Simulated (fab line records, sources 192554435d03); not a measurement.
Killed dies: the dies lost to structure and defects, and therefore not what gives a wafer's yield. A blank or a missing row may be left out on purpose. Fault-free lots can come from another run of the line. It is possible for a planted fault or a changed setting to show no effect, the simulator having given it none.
Matching of chambers | flow n5-finfet | uv-cure-02 running N5_BEOL_M7_CURE_74: 3 sister chambers
The step cures SiCOH lowk, time 240 s. 6 wafers are shown with their chamber, then 12 later ones without.

## EACH WAFER AND ITS CHAMBER
wafer  | chamber | wafer_temp_C_max | lamp-power-pct (%)
L090.5 | 0       | 387.5            | 52.41
L090.6 | 0       | 387.5            | 52.36
L091.4 | 2       | 385.9            | 52.36
L091.5 | 2       | 386.2            | 52.34
L095.4 | 1       | 387.0            | 52.35
L095.5 | 1       | 388.0            | 52.36

## WAFERS WHOSE CHAMBER IS MISSING
wafer  | wafer_temp_C_max | lamp-power-pct (%)
L094.1 | 386.0            | 52.42
L094.4 | 385.5            | 52.30
L094.6 | 386.0            | 52.33
L094.2 | 386.1            | 52.28
L094.3 | 385.9            | 52.39
L094.5 | 385.7            | 52.25
L097.1 | 386.4            | 52.26
L097.2 | 386.5            | 52.43
L097.3 | 386.9            | 52.26
L097.4 | 386.4            | 52.32
L097.5 | 386.0            | 52.38
L097.6 | 386.0            | 52.29

## WHICH CHAMBER EACH WENT THROUGH
wafer  | from the rows above          | in truth
L094.1 | can't be placed: 2 or 0 or 1 | 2
L094.4 | 2                            | 2
L094.6 | 2                            | 2
L094.2 | can't be placed: 2 or 1      | 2
L094.3 | can't be placed: 2 or 0      | 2
L094.5 | can't be placed: 2 or 1      | 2
L097.1 | can't be placed: 2 or 1      | 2
L097.2 | can't be placed: 0 or 2 or 1 | 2
L097.3 | can't be placed: 1 or 2 or 0 | 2
L097.4 | can't be placed: 2 or 1      | 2
L097.5 | 2                            | 2
L097.6 | can't be placed: 2 or 1      | 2
Correctly placed: 3 of 12. These rows do not allow placing 9 (true chamber among the candidates in 9). Placed wrongly: 0.
How it was worked out, from the rows above alone: a wafer's distance from a chamber is the root of the sum, over the readings, of the square of ((its reading less the chamber's mean) divided by the reading's scatter). If the next closest chamber is less than 2 further off than the closest, the wafer can't be placed; otherwise it belongs to the closest. A chamber's mean is the mean of its shown wafers. How the scatter is found: for the shown wafers, subtract from each reading the mean of its chamber, square and add these, divide the total by (wafers less chambers), then take the root.
